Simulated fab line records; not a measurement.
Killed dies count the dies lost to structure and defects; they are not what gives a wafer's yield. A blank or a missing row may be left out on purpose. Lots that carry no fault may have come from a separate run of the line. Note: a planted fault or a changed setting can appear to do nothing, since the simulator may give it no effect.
fab line records    flow n5Finfet
[record] lots = 5  wafers = 15  lastDay = 18
route steps=1938 shown BEOL_M4@1091 BEOL_M5@1112
lots untouched by any fault: they come from a run of this same line in which no faults occurred
startH: start of the lot's first displayed wafer, in hours after the record's first day    waitH: hours from the lot's prior step to this one    " as in the row above    L1.1+2: a single row standing in for several wafers    - no value present, or no start provided    * or withheld: withheld    < > ~ a bound
route shown NAME@n: NAME is a module with steps in the file, n the number in the route of the first one    usual: the fault-free wafers' mean and standard deviation    same: alike in all rows    chamber/n: place in a boat    sites: the reading at each site    _std_site: how widely they spread, as a standard deviation    _edge_site: the outer-site mean with the inner-site mean subtracted    radiusMm: for every site, how far away it sits from the centre of the wafer    mask NAME#n: copy n    behind: the tool/chamber that last shaped the wafer    hold: the reason the lot was held/the length of the hold in hours/how it ended    device: whichever transistor did not switch (one of n, p or np)    end of line: the same wafers' tests at the end of the route    where a step has no rows: the recipe by itself    killed: dies lost to structure and defects at the first sort, not the wafer's yield    map: a wafer's dies, x killed, . not, _ none there
set.NAME: the setting that was run; set.NAME@STEP: the one run at that earlier step    model.NAME: the simulator's own value behind a step, which no gauge read
lots at selected steps of the route; one table per step, one row per wafer
services: a tool's chamber out of use, with start hour (startH, from the record's first day; less than 0 if before it), hours out, and reason
[[steps]]
[step N5_BEOL_M4_ANNEAL_87]
[recipe] tempC = 400  timeS = 240  ambient = vacuum
[usual] heaterPowerW = 831/60
lot.wafer  tool           chamber  startH  waitH  heaterPowerW
L078.3     pvdSputter-02  -        197.05  0.0    852
L078.4     "              -        "       "      919
L078.5     "              -        "       "      839
L085.1     pvdSputter-03  -        257.71  0.0    921
L085.2     "              -        "       "      779
L085.6     "              -        "       "      792
L093.1     pvdSputter-02  -        292.73  0.0    819
L093.5     "              -        "       "      872
L093.6     "              -        "       "      812
L095.1     pvdSputter-01  -        293.43  0.0    806
L095.2     "              -        "       "      890
L095.3     "              -        "       "      771
L097.2     pvdSputter-03  -        326.83  0.0    798
L097.3     "              -        "       "      932
L097.6     "              -        "       "      791
[step N5_BEOL_M4_SPUTTER_88]
[recipe] material = Cu  targetThkA = 45  tempC = -20  chamberPressurePa = 0.07  powerW = withheld  timeS = 8.29
[usual] chuckGasFlowSccm = 1.26/0.053  throttleValvePct = 30.0/0.81
lot.wafer  tool           chamber  startH  waitH  chuckGasFlowSccm  throttleValvePct
L078.3     pvdSputter-02  -        197.19  0.1    1.25              28.8
L078.4     "              -        "       "      1.27              30.9
L078.5     "              -        "       "      1.18              29.7
L085.1     pvdSputter-03  -        257.85  0.1    1.14              31.2
L085.2     "              -        "       "      1.21              29.9
L085.6     "              -        "       "      1.16              30.3
L093.1     pvdSputter-02  -        292.87  0.1    1.21              29.9
L093.5     "              -        "       "      1.25              29.0
L093.6     "              -        "       "      1.23              29.7
L095.1     pvdSputter-01  -        293.57  0.1    1.33              29.3
L095.2     "              -        "       "      1.32              28.3
L095.3     "              -        "       "      1.23              29.5
L097.2     pvdSputter-03  -        326.97  0.1    1.25              29.9
L097.3     "              -        "       "      1.21              31.2
L097.6     "              -        "       "      1.18              30.1
[step N5_BEOL_M4_ANNEAL_89]
[recipe] tempC = 400  timeS = 240  ambient = vacuum
[usual] heaterPowerW = 829/60
lot.wafer  tool           chamber  startH  waitH  heaterPowerW
L078.3     pvdSputter-02  -        197.27  0.0    870
L078.4     "              -        "       "      932
L078.5     "              -        "       "      812
L085.1     pvdSputter-03  -        257.93  0.0    940
L085.2     "              -        "       "      784
L085.6     "              -        "       "      809
L093.1     pvdSputter-02  -        292.95  0.0    835
L093.5     "              -        "       "      870
L093.6     "              -        "       "      822
L095.1     pvdSputter-01  -        293.65  0.0    824
L095.2     "              -        "       "      857
L095.3     "              -        "       "      800
L097.2     pvdSputter-03  -        327.05  0.0    785
L097.3     "              -        "       "      941
L097.6     "              -        "       "      791
[step N5_BEOL_M4_SPUTTER_90]
[recipe] material = Cu  targetThkA = 45  tempC = -20  chamberPressurePa = 0.07  powerW = withheld  timeS = 8.29
[usual] chuckGasFlowSccm = 1.26/0.045  throttleValvePct = 30.0/0.83
lot.wafer  tool           chamber  startH  waitH  chuckGasFlowSccm  throttleValvePct
L078.3     pvdSputter-02  -        197.41  0.1    1.18              29.0
L078.4     "              -        "       "      1.32              30.6
L078.5     "              -        "       "      1.31              30.0
L085.1     pvdSputter-03  -        258.07  0.1    1.26              31.1
L085.2     "              -        "       "      1.26              29.8
L085.6     "              -        "       "      1.24              30.0
L093.1     pvdSputter-02  -        293.09  0.1    1.24              29.5
L093.5     "              -        "       "      1.26              29.1
L093.6     "              -        "       "      1.21              29.4
L095.1     pvdSputter-01  -        293.79  0.1    1.31              29.5
L095.2     "              -        "       "      1.20              28.3
L095.3     "              -        "       "      1.39              29.5
L097.2     pvdSputter-03  -        327.19  0.1    1.19              30.0
L097.3     "              -        "       "      1.22              31.1
L097.6     "              -        "       "      1.33              30.2
[step N5_BEOL_M4_ANNEAL_91]
[recipe] tempC = 400  timeS = 240  ambient = vacuum
[usual] heaterPowerW = 830/60
lot.wafer  tool           chamber  startH  waitH  heaterPowerW
L078.3     pvdSputter-02  -        197.49  0.0    849
L078.4     "              -        "       "      910
L078.5     "              -        "       "      826
L085.1     pvdSputter-03  -        258.15  0.0    932
L085.2     "              -        "       "      806
L085.6     "              -        "       "      798
L093.1     pvdSputter-02  -        293.17  0.0    811
L093.5     "              -        "       "      837
L093.6     "              -        "       "      809
L095.1     pvdSputter-01  -        293.87  0.0    795
L095.2     "              -        "       "      880
L095.3     "              -        "       "      794
L097.2     pvdSputter-03  -        327.27  0.0    810
L097.3     "              -        "       "      948
L097.6     "              -        "       "      797
[step N5_BEOL_M4_SPUTTER_92]
[recipe] material = Cu  targetThkA = 45  tempC = -20  chamberPressurePa = 0.07  powerW = withheld  timeS = 8.29
[usual] chuckGasFlowSccm = 1.26/0.054  throttleValvePct = 30.0/0.81
lot.wafer  tool           chamber  startH  waitH  chuckGasFlowSccm  throttleValvePct
L078.3     pvdSputter-02  -        197.63  0.1    1.26              28.9
L078.4     "              -        "       "      1.22              31.0
L078.5     "              -        "       "      1.21              29.5
L085.1     pvdSputter-03  -        258.29  0.1    1.25              31.2
L085.2     "              -        "       "      1.13              30.0
L085.6     "              -        "       "      1.18              29.9
L093.1     pvdSputter-02  -        293.31  0.1    1.26              29.7
L093.5     "              -        "       "      1.19              29.1
L093.6     "              -        "       "      1.27              29.3
L095.1     pvdSputter-01  -        294.01  0.1    1.26              29.4
L095.2     "              -        "       "      1.22              28.2
L095.3     "              -        "       "      1.18              29.4
L097.2     pvdSputter-03  -        327.41  0.1    1.36              30.0
L097.3     "              -        "       "      1.33              31.1
L097.6     "              -        "       "      1.18              30.0
[step N5_BEOL_M4_ANNEAL_93]
[recipe] tempC = 400  timeS = 240  ambient = vacuum
[usual] heaterPowerW = 830/60
lot.wafer  tool           chamber  startH  waitH  heaterPowerW
L078.3     pvdSputter-02  -        197.71  0.0    865
L078.4     "              -        "       "      923
L078.5     "              -        "       "      815
L085.1     pvdSputter-03  -        258.37  0.0    940
L085.2     "              -        "       "      792
L085.6     "              -        "       "      786
L093.1     pvdSputter-02  -        293.39  0.0    823
L093.5     "              -        "       "      866
L093.6     "              -        "       "      818
L095.1     pvdSputter-01  -        294.09  0.0    828
L095.2     "              -        "       "      875
L095.3     "              -        "       "      784
L097.2     pvdSputter-03  -        327.49  0.0    824
L097.3     "              -        "       "      921
L097.6     "              -        "       "      783
[step N5_BEOL_M4_SPUTTER_94]
[recipe] material = Cu  targetThkA = 45  tempC = -20  chamberPressurePa = 0.07  powerW = withheld  timeS = 8.29
[usual] chuckGasFlowSccm = 1.25/0.053  throttleValvePct = 30.0/0.8
lot.wafer  tool           chamber  startH  waitH  chuckGasFlowSccm  throttleValvePct
L078.3     pvdSputter-02  -        197.85  0.1    1.19              28.9
L078.4     "              -        "       "      1.23              30.7
L078.5     "              -        "       "      1.21              29.7
L085.1     pvdSputter-03  -        258.51  0.1    1.24              31.1
L085.2     "              -        "       "      1.26              29.9
L085.6     "              -        "       "      1.27              30.0
L093.1     pvdSputter-02  -        293.53  0.1    1.22              29.8
L093.5     "              -        "       "      1.27              28.9
L093.6     "              -        "       "      1.28              29.3
L095.1     pvdSputter-01  -        294.23  0.1    1.28              29.4
L095.2     "              -        "       "      1.32              28.3
L095.3     "              -        "       "      1.26              29.5
L097.2     pvdSputter-03  -        327.63  0.1    1.30              30.1
L097.3     "              -        "       "      1.26              31.0
L097.6     "              -        "       "      1.17              30.1
[step N5_BEOL_M4_ANNEAL_95]
[recipe] tempC = 400  timeS = 240  ambient = vacuum
[usual] heaterPowerW = 829/60
lot.wafer  tool           chamber  startH  waitH  heaterPowerW
L078.3     pvdSputter-02  -        197.93  0.0    861
L078.4     "              -        "       "      907
L078.5     "              -        "       "      835
L085.1     pvdSputter-03  -        258.59  0.0    932
L085.2     "              -        "       "      806
L085.6     "              -        "       "      808
L093.1     pvdSputter-02  -        293.61  0.0    823
L093.5     "              -        "       "      856
L093.6     "              -        "       "      810
L095.1     pvdSputter-01  -        294.31  0.0    840
L095.2     "              -        "       "      869
L095.3     "              -        "       "      783
L097.2     pvdSputter-03  -        327.71  0.0    795
L097.3     "              -        "       "      936
L097.6     "              -        "       "      800
[step N5_BEOL_M4_SPUTTER_96]
[recipe] material = Cu  targetThkA = 45  tempC = -20  chamberPressurePa = 0.07  powerW = withheld  timeS = 8.29
[usual] chuckGasFlowSccm = 1.26/0.055  throttleValvePct = 30.0/0.82
lot.wafer  tool           chamber  startH  waitH  chuckGasFlowSccm  throttleValvePct
L078.3     pvdSputter-02  -        198.07  0.1    1.20              28.8
L078.4     "              -        "       "      1.28              31.1
L078.5     "              -        "       "      1.25              29.6
L085.1     pvdSputter-03  -        258.73  0.1    1.22              31.2
L085.2     "              -        "       "      1.22              29.9
L085.6     "              -        "       "      1.19              30.0
L093.1     pvdSputter-02  -        293.75  0.1    1.24              29.9
L093.5     "              -        "       "      1.21              28.9
L093.6     "              -        "       "      1.29              29.7
L095.1     pvdSputter-01  -        294.45  0.1    1.27              29.5
L095.2     "              -        "       "      1.30              28.2
L095.3     "              -        "       "      1.24              29.5
L097.2     pvdSputter-03  -        327.85  0.1    1.24              30.1
L097.3     "              -        "       "      1.31              31.3
L097.6     "              -        "       "      1.22              30.0
[step N5_BEOL_M4_ECD_50]
[recipe] material = Cu  targetThkA = 3000
lot.wafer   tool      chamber  startH  waitH
L078.3+4+5  ecdCu-01  0,1,0    198.20  0.1
L085.1+2+6  ecdCu-02  0,1,0    258.85  0.1
L093.1+5+6  ecdCu-01  0,0,1    293.86  0.1
L095.1+2+3  ecdCu-02  0,1,1    294.57  0.1
L097.2+3+6  ecdCu-02  0,1,0    328.00  0.1
[step N5_BEOL_M4_ANNEAL_51]
[recipe] tempC = 225  timeS = 90  ambient = N2
[usual] annealTempCMax = 226.25/0.26  wafer_temp_C_max = 226.3/0.58
lot.wafer  tool          chamber  startH  waitH  annealTempCMax  wafer_temp_C_max
L078.3     rtpAnneal-01  0        198.55  0.3    225.94          226.2
L078.4     "             0        "       "      226.19          226.2
L078.5     "             0        "       "      226.39          226.1
L085.1     rtpAnneal-01  0        259.21  0.3    226.28          226.4
L085.2     "             0        "       "      226.60          226.3
L085.6     "             0        "       "      226.30          226.4
L093.1     rtpAnneal-01  0        295.62  1.7    226.29          226.0
L093.5     "             0        "       "      226.28          225.7
L093.6     "             0        "       "      226.09          225.9
L095.1     rtpAnneal-01  0        296.07  1.5    226.08          225.7
L095.2     "             0        "       "      225.77          226.0
L095.3     "             0        "       "      226.08          225.6
L097.2     rtpAnneal-01  0        331.19  3.2    226.19          225.9
L097.3     "             0        "       "      226.03          226.1
L097.6     "             0        "       "      226.09          226.3
[step N5_BEOL_M4_CMP_52]
[recipe] stopOn = SiOC  tOverpolishS = 6.8  downForcePsi = 1  platenRpm = 50  clearingPlatenDownForcePsi = 1.5  clearingPlatenRpm = 50  postCmpClean = cuAlkaline  targetThkNm = 40  clearingPlatenPadVelocityMS = 0.99484  padVelocityMS = 0.99484
[usual] barrierFieldEndpointS = 24.7/0.63  motorCurrentA = 6.1/0.62  overpolishRunS = 6.799/0.0095  timeToEndpointS = 62.4/3
lot.wafer  tool    chamber  startH  waitH  barrierFieldEndpointS  motorCurrentA  overpolishRunS  timeToEndpointS
L078.4     cmp-03  2        198.76  0.1    25.0                   5.9            6.798           63.4
L078.3     "       0        "       "      24.3                   5.8            6.795           60.1
L078.5     "       3        "       "      24.5                   7.1            6.812           61.7
L085.2     cmp-03  3        259.55  0.3    24.3                   7.2            6.793           64.2
L085.1     "       1        "       "      24.4                   6.4            6.799           62.1
L085.6     "       2        "       "      24.9                   6.2            6.808           65.5
L093.1     cmp-03  2        295.97  0.3    25.8                   6.2            6.796           63.8
L093.6     "       1        "       "      24.6                   6.7            6.793           59.8
L093.5     "       2        "       "      25.3                   6.3            6.804           63.9
L095.1     cmp-04  0        296.38  0.3    24.9                   6.5            6.792           64.7
L095.2     "       2        "       "      24.4                   6.7            6.801           63.6
L095.3     "       3        "       "      25.1                   7.0            6.817           63.7
L097.2     cmp-03  1        331.50  0.3    23.4                   6.2            6.796           60.2
L097.3     "       2        "       "      24.6                   5.9            6.794           64.9
L097.6     "       1        "       "      23.1                   6.4            6.809           58.9
[step N5_BEOL_M4_THK_MEAS_53]
[recipe] thkMeasGauge = xrf  reads = Cu_of_BEOL_M4_ECD_50
[usual] M4_THK = 40.2/1.7
lot.wafer  tool          chamber  startH  waitH  M4_THK[nm]
L078.3     filmMetro-01  -        199.06  -      37.3
L078.4     "             -        "       "      41.8
L078.5     "             -        "       "      38.5
L085.1     filmMetro-02  -        259.81  -      39.2
L085.2     "             -        "       "      38.8
L085.6     "             -        "       "      41.9
L093.1     filmMetro-01  -        296.22  -      41.7
L093.5     "             -        "       "      39.2
L093.6     "             -        "       "      39.2
L095.1     filmMetro-01  -        296.67  -      40.7
L095.2     "             -        "       "      43.3
L095.3     "             -        "       "      40.0
L097.2     filmMetro-02  -        331.75  -      38.7
L097.3     "             -        "       "      40.3
L097.6     "             -        "       "      38.9
[step N5_BEOL_M4_PRE_CLEAN_60]
[recipe] gas = NH3/H2  timeS = 15  tempC = *  rfPowerW = 300
[usual] heaterPowerW = 84/13
lot.wafer  tool      chamber  startH  waitH  heaterPowerW
L078.3     cvdCo-01  2        199.11  0.1    72
L078.4     "         0        "       "      80
L078.5     "         2        "       "      71
L085.1     cvdCo-01  1        259.85  0.0    96
L085.2     "         0        "       "      81
L085.6     "         1        "       "      94
L093.1     cvdCo-01  2        296.26  0.0    72
L093.5     "         2        "       "      73
L093.6     "         1        "       "      96
L095.1     cvdCo-01  1        296.71  0.0    97
L095.2     "         2        "       "      74
L095.3     "         2        "       "      71
L097.2     cvdCo-02  1        331.79  0.0    68
L097.3     "         0        "       "      92
L097.6     "         2        "       "      104
[step N5_BEOL_M4_CO_CAP_55]
[recipe] material = Co  targetThkA = 20  tempC = 200  precursor = CCTBA/H2  pressureTorr = 30  timeS = 102.1
[usual] heaterPowerW = 234/16
lot.wafer  tool      chamber  startH  waitH  heaterPowerW
L078.3     cvdCo-01  2        199.19  0.1    221
L078.4     "         0        "       "      234
L078.5     "         2        "       "      215
L085.1     cvdCo-01  1        259.89  0.0    251
L085.2     "         0        "       "      230
L085.6     "         1        "       "      252
L093.1     cvdCo-01  2        296.32  0.0    225
L093.5     "         2        "       "      217
L093.6     "         1        "       "      247
L095.1     cvdCo-01  1        296.77  0.0    248
L095.2     "         2        "       "      219
L095.3     "         2        "       "      224
L097.2     cvdCo-02  1        331.83  0.0    211
L097.3     "         0        "       "      242
L097.6     "         2        "       "      263
[step N5_BEOL_M4_PRE_CLEAN_56]
[recipe] gas = NH3  timeS = 15  tempC = withheld  rfPowerW = 300
lot.wafer   tool      chamber  startH  waitH
L078.3+4+5  pecvd-02  0,0,1    199.28  0.1
L085.1+2+6  pecvd-03  2,1,0    259.98  0.1
L093.1+5+6  pecvd-01  0,2,0    296.45  0.1
L095.1+2+3  pecvd-03  1,0,2    296.90  0.1
L097.2+3+6  pecvd-03  0,1,2    331.92  0.1
[step N5_BEOL_M4_DEP_57]
[recipe] material = SiCN  targetThkA = 80  tempC = withheld  precursor = 3MS/NH3  pressureTorr = 3  rfW = 202  timeS = 14
[usual] showerheadPlenumPTorr = 3.664/0.0098  throttleValvePct = 9.2/0.51
lot.wafer  tool      chamber  startH  waitH  showerheadPlenumPTorr  throttleValvePct
L078.3     pecvd-02  0        199.31  0.0    3.671                  9.8
L078.4     "         0        "       "      3.672                  9.7
L078.5     "         1        "       "      3.674                  9.1
L085.1     pecvd-03  2        260.01  0.0    3.667                  8.4
L085.2     "         1        "       "      3.680                  9.5
L085.6     "         0        "       "      3.664                  8.8
L093.1     pecvd-01  0        296.47  0.0    3.671                  9.2
L093.5     "         2        "       "      3.654                  8.8
L093.6     "         0        "       "      3.660                  8.9
L095.1     pecvd-03  1        296.92  0.0    3.678                  9.3
L095.2     "         0        "       "      3.673                  9.1
L095.3     "         2        "       "      3.660                  8.2
L097.2     pecvd-03  0        331.95  0.0    3.679                  9.4
L097.3     "         1        "       "      3.680                  9.5
L097.6     "         2        "       "      3.665                  8.5
[step N5_BEOL_M4_RS_MEAS_58]
[recipe] thkMeasGauge = four-point-probe  reads = Co_of_BEOL_M4_CO_CAP_55+Cu_of_BEOL_M4_ECD_50+Co_of_BEOL_M4_CVD_47+TaN_of_BEOL_M4_ALD_84
[usual] M4_RS = 0.68/0.038
lot.wafer  tool          chamber  startH  waitH  M4_RS[ohm/sq]
L078.3     filmMetro-02  -        199.37  0.1    0.76
L078.4     "             -        "       "      0.66
L078.5     "             -        "       "      0.73
L085.1     filmMetro-02  -        260.07  0.0    0.70
L085.2     "             -        "       "      0.70
L085.6     "             -        "       "      0.64
L093.1     filmMetro-01  -        296.54  0.0    0.65
L093.5     "             -        "       "      0.71
L093.6     "             -        "       "      0.71
L095.1     filmMetro-02  -        296.99  0.0    0.67
L095.2     "             -        "       "      0.62
L095.3     "             -        "       "      0.68
L097.2     filmMetro-02  -        332.01  0.1    0.71
L097.3     "             -        "       "      0.67
L097.6     "             -        "       "      0.71
[step N5_BEOL_M4_INSPECT_59]
[recipe] inspectInstrument = darkfield  mode = postDep
[usual] rawDefectCount = 76/24
lot.wafer  tool              chamber  startH  waitH  rawDefectCount
L078.3     defectInspect-01  -        199.40  0.0    72
L078.4     "                 -        "       "      64
L078.5     "                 -        "       "      55
L085.1     defectInspect-01  -        260.10  0.0    46
L085.2     "                 -        "       "      62
L085.6     "                 -        "       "      57
L093.1     defectInspect-02  -        296.57  0.0    53
L093.5     "                 -        "       "      82
L093.6     "                 -        "       "      65
L095.1     defectInspect-01  -        297.02  0.0    64
L095.2     "                 -        "       "      73
L095.3     "                 -        "       "      114
L097.2     defectInspect-01  -        332.04  0.0    61
L097.3     "                 -        "       "      56
L097.6     "                 -        "       "      92
[step N5_BEOL_M4_RC_MEAS_101]
[usual] DIBL_N = 36.5/2  DIBL_P = 36.5/2.3  IOFF_N = 0.16/0.036  IOFF_P = 0.21/0.037  ION_N = 672/12  ION_P = 459/7.1  SS_N = 71.6/0.73  SS_P = 73.4/0.76  VT_N = 250/3.3  VT_P = -250.5/2.9
lot.wafer  tool       chamber  startH  waitH  DIBL_N[mV/V]  DIBL_P[mV/V]  IOFF_N[nA/um]  IOFF_P[nA/um]  ION_N[uA/um]  ION_P[uA/um]  SS_N[mV/dec]  SS_P[mV/dec]  VT_N[mV]  VT_P[mV]
L078.3     prober-01  0        199.73  0.3    36.9          35.4          0.15           0.18           661           446           71.9          73.3          252       -254.4
L078.4     "          0        "       "      34.8          33.5          0.12           0.17           655           448           70.8          72.5          253       -254.3
L078.5     "          0        "       "      39.9          40.3          0.22           0.28           683           467           71.9          74.7          245       -246.8
L085.1     prober-02  0        260.12  0.0    35.7          36.0          0.14           0.21           675           461           70.8          73.1          252       -249.6
L085.2     "          0        "       "      35.5          34.8          0.14           0.19           663           462           70.7          73.2          252       -251.4
L085.6     "          0        "       "      36.1          35.6          0.15           0.21           667           464           71.2          72.3          250       -248.3
L093.1     prober-02  0        296.59  0.0    35.8          37.0          0.17           0.20           682           463           71.3          73.9          250       -251.0
L093.5     "          0        "       "      35.6          37.3          0.17           0.21           678           469           71.5          73.3          248       -248.7
L093.6     "          0        "       "      33.9          34.6          0.13           0.17           667           456           71.1          73.0          252       -255.2
L095.1     prober-01  0        297.09  0.1    36.4          36.7          0.16           0.22           673           460           71.3          73.1          250       -250.8
L095.2     "          0        "       "      39.6          40.7          0.24           0.29           696           467           72.8          74.5          242       -244.7
L095.3     "          0        "       "      34.6          35.0          0.13           0.18           672           457           71.8          72.6          252       -252.3
L097.2     prober-01  0        332.22  0.2    41.1          42.9          0.27           0.25           704           461           72.7          75.0          245       -252.2
L097.3     "          0        "       "      35.5          37.8          0.14           0.19           664           454           71.2          73.7          253       -253.2
L097.6     "          0        "       "      36.7          38.2          0.16           0.19           677           455           71.6          74.5          251       -254.5
[step N5_BEOL_M5_ILD_DEP_00]
[recipe] material = SiCOH_lowk  targetThkA = 1406.4  tempC = 300  precursor = DEMS/porogen  pressureTorr = 5  rfW = 500  timeS = 25.9
[usual] heaterPowerW = 283/28  showerheadPlenumPTorr = 5.736/0.014  throttleValvePct = 14.0/0.86
lot.wafer  tool      chamber  startH  waitH  heaterPowerW  showerheadPlenumPTorr  throttleValvePct
L078.3     pecvd-04  0        200.41  0.5    310           5.737                  14.0
L078.4     "         1        "       "      321           5.714                  13.2
L078.5     "         1        "       "      322           5.716                  13.1
L085.1     pecvd-04  2        261.09  0.8    268           5.713                  13.1
L085.2     "         1        "       "      318           5.734                  13.1
L085.6     "         1        "       "      309           5.716                  13.1
L093.1     pecvd-01  2        297.56  0.8    289           5.737                  13.4
L093.5     "         2        "       "      283           5.722                  13.5
L093.6     "         0        "       "      273           5.738                  14.0
L095.1     pecvd-04  2        298.05  0.8    238           5.720                  12.8
L095.2     "         1        "       "      302           5.739                  13.0
L095.3     "         0        "       "      339           5.753                  14.0
L097.2     pecvd-04  0        333.03  0.7    321           5.760                  13.7
L097.3     "         2        "       "      232           5.732                  12.9
L097.6     "         1        "       "      275           5.714                  13.3
[step N5_BEOL_M5_CURE_79]
[recipe] tempC = 385  timeS = 240  ambient = He/Ar  material = SiCOH_lowk
[usual] lampPowerPct = 52.31/0.055  wafer_temp_C_max = 386.7/0.51
lot.wafer  tool       chamber  startH  waitH  lampPowerPct  wafer_temp_C_max
L078.3     uvCure-03  0        201.76  1.3    52.22         386.7
L078.4     "          0        "       "      52.31         386.3
L078.5     "          0        "       "      52.39         387.3
L085.1     uvCure-03  1        261.15  0.0    52.27         387.1
L085.2     "          1        "       "      52.36         386.6
L085.6     "          1        "       "      52.32         386.4
L093.1     uvCure-02  1        297.63  0.1    52.30         387.1
L093.5     "          1        "       "      52.34         387.1
L093.6     "          1        "       "      52.28         386.6
L095.1     uvCure-01  1        298.11  0.0    52.32         387.3
L095.2     "          1        "       "      52.37         387.1
L095.3     "          1        "       "      52.43         386.0
L097.2     uvCure-01  2        333.17  0.1    52.31         385.3
L097.3     "          2        "       "      52.31         385.8
L097.6     "          2        "       "      52.37         385.6
[step N5_BEOL_M5_THK_MEAS_01]
[recipe] reads = SiCOH_lowk_of_BEOL_M5_ILD_DEP_00
[usual] M5_ILD_THK = 120.8/1.6
lot.wafer  tool          chamber  startH  waitH  M5_ILD_THK[nm]
L078.3     filmMetro-02  -        202.12  0.3    122.2
L078.4     "             -        "       "      122.6
L078.5     "             -        "       "      122.0
L085.1     filmMetro-01  -        261.66  0.4    121.2
L085.2     "             -        "       "      119.2
L085.6     "             -        "       "      121.9
L093.1     filmMetro-01  -        298.14  0.4    118.0
L093.5     "             -        "       "      121.7
L093.6     "             -        "       "      120.6
L095.1     filmMetro-02  -        298.63  0.4    118.4
L095.2     "             -        "       "      118.8
L095.3     "             -        "       "      117.1
L097.2     filmMetro-01  -        333.60  0.4    120.5
L097.3     "             -        "       "      121.1
L097.6     "             -        "       "      122.3
[step N5_BEOL_M5_PECVD_70]
[recipe] material = SiO2  targetThkA = 160  tempC = 400  precursor = TEOS/O2  pressureTorr = 5.5  rfW = 450  teosFlowSccm = 53.8  gas = O2  flowSccm = 3000  timeS = 18
[usual] heaterPowerW = 675/64  showerheadPlenumPTorr = 8.76/0.055  throttleValvePct = 22.3/1.2
lot.wafer  tool      chamber  startH  waitH  heaterPowerW  showerheadPlenumPTorr  throttleValvePct
L078.3     pecvd-04  0        202.17  0.1    725           8.82                   21.9
L078.4     "         1        "       "      740           8.75                   21.4
L078.5     "         0        "       "      729           8.85                   21.9
L085.1     pecvd-02  0        261.70  0.0    674           8.80                   23.9
L085.2     "         2        "       "      677           8.74                   22.7
L085.6     "         1        "       "      775           8.74                   21.9
L093.1     pecvd-01  2        298.18  0.0    565           8.70                   21.8
L093.5     "         1        "       "      554           8.77                   25.2
L093.6     "         2        "       "      564           8.74                   22.1
L095.1     pecvd-04  2        298.66  0.0    621           8.73                   20.8
L095.2     "         1        "       "      691           8.71                   21.7
L095.3     "         0        "       "      740           8.84                   22.2
L097.2     pecvd-04  1        333.64  0.0    673           8.69                   21.4
L097.3     "         2        "       "      649           8.74                   20.5
L097.6     "         1        "       "      682           8.71                   21.5
[[services]]
tool       chamber  startH  hours  kind
uvCure-03  -        184.41  0.9    repair
cvdCo-01   1        188.51  12.3   repair
cvdCo-02   -        190.66  2.2    repair
pecvd-03   0        191.30  24.5   repair
uvCure-01  -        191.99  22.2   pm
pecvd-02   -        192.70  1.1    repair
uvCure-03  -        198.18  3.4    pm
cvdCo-01   -        201.68  5.6    repair
pecvd-03   -        203.51  6.0    pm
uvCure-01  -        214.19  2.1    pm
pecvd-01   0        214.42  5.7    repair
ecdCu-01   -        222.43  4.0    repair
pecvd-02   0        223.39  11.9   repair
pecvd-03   -        225.10  5.1    repair
cmp-03     -        238.57  4.0    pm
pecvd-02   -        246.63  2.5    repair
cvdCo-02   0        260.36  15.9   repair
ecdCu-01   -        277.35  6.3    pm
cvdCo-01   0        294.26  6.3    repair
ecdCu-01   -        307.02  1.2    repair
uvCure-01  -        309.58  0.8    repair
ecdCu-02   -        312.19  6.6    repair
pecvd-02   1        315.25  3.4    repair
pecvd-02   -        328.67  1.5    repair
[[key]]
fault none
